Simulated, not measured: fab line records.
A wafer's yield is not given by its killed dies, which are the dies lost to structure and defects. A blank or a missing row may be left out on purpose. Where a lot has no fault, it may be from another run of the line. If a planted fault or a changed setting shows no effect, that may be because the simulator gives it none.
Chamber matching | flow n5-finfet | N5_BEOL_M13_DESCUM_15 on rie-diel-05 has 4 sister chambers
The step chemistry O2, time 7.9 s. 4 wafers are shown with their chamber, then 11 later ones without.

== WAFERS, EACH WITH ITS CHAMBER ==
wafer  | chamber | drypump-motor-current-A (A)
L081.6 | 0       | 5.8
L082.4 | 2       | 6.2
L084.4 | 3       | 6.4
L085.2 | 1       | 5.3

== WAFERS WITH NO CHAMBER GIVEN ==
wafer  | drypump-motor-current-A (A)
L085.3 | 6.3
L085.6 | 6.4
L087.2 | 6.4
L087.3 | 6.2
L087.5 | 5.4
L091.1 | 6.2
L091.4 | 5.8
L091.6 | 5.8
L096.1 | 5.8
L096.2 | 5.4
L096.3 | 6.3

== THE CHAMBER EACH PASSED THROUGH ==
wafer  | from the rows above     | in truth
L085.3 | can't be placed: 2 or 3 | 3
L085.6 | 3                       | 3
L087.2 | 3                       | 3
L087.3 | 2                       | 2
L087.5 | 1                       | 1
L091.1 | 2                       | 2
L091.4 | 0                       | 0
L091.6 | 0                       | 0
L096.1 | 0                       | 0
L096.2 | 1                       | 1
L096.3 | can't be placed: 2 or 3 | 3
Placed correctly: 9 of 11. Unplaceable from these rows: 2, with the true chamber sitting among the candidates in 2. 0 placed wrongly.
How it was worked out, from the rows above alone: a wafer's distance from a chamber is the root of the sum, over the readings, of the square of ((its reading less the chamber's mean) divided by the reading's scatter). The wafer belongs to the nearest chamber; if the next one is less than 2 further off, it can't be placed. The mean given for a chamber averages the wafers shown for that chamber. The scatter: root of mean squared gap, hidden wafer to nearest shown wafer, with one shown wafer a chamber.
